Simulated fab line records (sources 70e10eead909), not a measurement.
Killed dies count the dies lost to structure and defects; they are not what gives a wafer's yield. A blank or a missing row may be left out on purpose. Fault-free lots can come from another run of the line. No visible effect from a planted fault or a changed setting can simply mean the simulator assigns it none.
Matching of chambers ; flow nand-harc ; NHARC_A_STAIRCASE_DESCUM_186 on rie-diel-13 has 4 sister chambers
The step chemistry O2, time 3 s. 7 wafers are shown with their chamber, then 9 later ones without.

== WAFERS, EACH WITH ITS CHAMBER ==
wafer;chamber;showerhead-plenum-p-Torr (Torr);rf-vpp-V (V)
L076.2;0;1.96;57.2
L076.4;1;2.04;59.6
L080.2;1;2.03;57.9
L084.6;2;1.92;59.1
L089.1;2;1.92;57.6
L089.4;3;1.92;57.7
L089.5;3;1.92;58.2

== WAFERS MISSING THEIR CHAMBER ==
wafer;showerhead-plenum-p-Torr (Torr);rf-vpp-V (V)
L093.1;2.02;59.6
L093.5;1.92;58.0
L093.6;1.92;57.7
L092.1;1.94;57.2
L092.2;2.02;58.5
L092.5;1.94;56.5
L094.1;1.92;57.8
L094.2;1.94;58.0
L094.5;1.94;58.4

== EACH ONE'S CHAMBER ==
wafer;from the rows above;in truth
L093.1;1;1
L093.5;can't be placed: 3 or 2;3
L093.6;can't be placed: 3 or 2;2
L092.1;can't be placed: 0 or 3 or 2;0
L092.2;1;1
L092.5;can't be placed: 0 or 3 or 2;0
L094.1;can't be placed: 3 or 2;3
L094.2;can't be placed: 3 or 2 or 0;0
L094.5;can't be placed: 2 or 3 or 0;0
2 of 9 placed correctly. Can't be placed from these rows: 7 (the true chamber is among the candidates in 7). Wrongly placed: 0.
How it was worked out, from the rows above alone: a wafer's distance from a chamber is the root of the sum, over the readings, of the square of ((its reading less the chamber's mean) divided by the reading's scatter). The wafer belongs to the nearest chamber; if the next one is less than 2 further off, it can't be placed. A chamber's mean is the mean of its shown wafers. The scatter: take each reading less its chamber's mean, square it, sum over the shown wafers, divide by the number of wafers less the number of chambers, and take the root.
